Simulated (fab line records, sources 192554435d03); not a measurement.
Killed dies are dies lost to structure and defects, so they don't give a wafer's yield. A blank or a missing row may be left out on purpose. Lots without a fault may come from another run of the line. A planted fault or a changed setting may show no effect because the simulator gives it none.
Split-lot experiment | flow n5_finfet | 7 lots, 21 wafers read, on a route of 1938 steps

THE SPLIT
At N5_PASSIVATION_PECVD_01 (deposits SiNx from SiH4/NH3/N2, target thk 200 nm, time 43.2 s), the setting time_s was moved away from the recipe's 43.2 s on 9 of the 21 wafers read, by -10.3% to +13.4%. The other wafers ran this setting at the recipe's value.

The reading is taken at the split's own step.

THE READING
SiNx_of_PASSIVATION_PECVD_01.thk_nm (the simulator's own value, which no gauge read), in nm, at N5_PASSIVATION_PECVD_01 (deposits SiNx from SiH4/NH3/N2, target thk 200 nm, time 43.2 s). The file gives no usual value for it. The 12 wafers here that ran the recipe average 199.4 nm, standard deviation 1.9 nm.

wafer  | tool, chamber at the split | time_s as run, s | against the recipe | SiNx_of_PASSIVATION_PECVD_01.thk_nm, nm | against lot-mates on the recipe
L076.1 | pecvd-04, 2                | 43.2             | recipe             | 200.6                                   | -
L076.3 | pecvd-04, 1                | 43.2             | recipe             | 202.2                                   | -
L076.6 | pecvd-04, 2                | 49.01            | +13.4%             | 229.2                                   | +27.8
L077.1 | pecvd-04, 2                | 45.16            | +4.5%              | 207.6                                   | +11.2
L077.2 | pecvd-04, 1                | 43.2             | recipe             | 196.4                                   | -
L077.6 | pecvd-04, 0                | 45.16            | +4.5%              | 209.2                                   | +12.8
L081.1 | pecvd-04, 1                | 43.2             | recipe             | 197.8                                   | -
L081.2 | pecvd-04, 0                | 43.2             | recipe             | 199                                     | -
L081.3 | pecvd-04, 2                | 43.2             | recipe             | 201.2                                   | -
L084.2 | pecvd-04, 0                | 43.2             | recipe             | 198                                     | -
L084.4 | pecvd-04, 0                | 46.92            | +8.6%              | 219.2                                   | +21.2
L084.6 | pecvd-04, 1                | 46.92            | +8.6%              | 218.4                                   | +20.4
L085.1 | pecvd-03, 1                | 48.21            | +11.6%             | 219.8                                   | +21.0
L085.2 | pecvd-03, 0                | 43.2             | recipe             | 196.2                                   | -
L085.5 | pecvd-03, 2                | 43.2             | recipe             | 201.4                                   | -
L088.1 | pecvd-03, 1                | 46.23            | +7.0%              | 213.8                                   | +13.7
L088.5 | pecvd-03, 1                | 43.2             | recipe             | 199.8                                   | -
L088.6 | pecvd-03, 2                | 43.2             | recipe             | 200.4                                   | -
L094.1 | pecvd-03, 1                | 38.74            | -10.3%             | 178.2                                   | -21.8
L094.3 | pecvd-03, 2                | 43.2             | recipe             | 200                                     | -
L094.6 | pecvd-03, 0                | 38.74            | -10.3%             | 178.8                                   | -21.2

THE FIT
A straight line over all 21 wafers: SiNx_of_PASSIVATION_PECVD_01.thk_nm changes by +2.06 nm for each +1% of time_s; r = +0.99; the points scatter about the line by 1.9 nm.
The same after taking each lot's own level away (the mean of its wafers on the recipe; 21 wafers): +2.1 nm for each +1%; r = +0.99; scatter 1.8 nm.
On that fit, the largest move of time_s shifts the reading by 28 nm.
The lots' own levels span 196.40 to 201.40 nm, that is 2.7 times the standard deviation above.
So the lot-to-lot level changes the slope little: the two slopes agree.
Check: with one of the wafers moved furthest among these (+13.4%) left out of the fit, the line predicts +28.8 nm for it against its lot-mates. It came out at +27.8 nm against them.

OTHER SPLITS ON THESE WAFERS
These wafers also went through other splits before the reading. Each is held against what the fit with the lots' levels taken away leaves over:
other split on the same wafers | wafers away from the commonest value | r with SiNx_of_PASSIVATION_PECVD_01.thk_nm (lot level and that fit taken away)
N5_BEOL_M13_COAT_04 spin_rpm   | 7                                    | +0.09
N5_BEOL_M13_DEP_53 time_s      | 10                                   | -0.28
N5_MIM_BOT_SPUTTER_00 time_s   | 7                                    | -0.44

THE FILE'S OWN FIT
SiNx_of_PASSIVATION_PECVD_01.thk_nm changes by +2.07 nm for each +1% of time_s, r = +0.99.
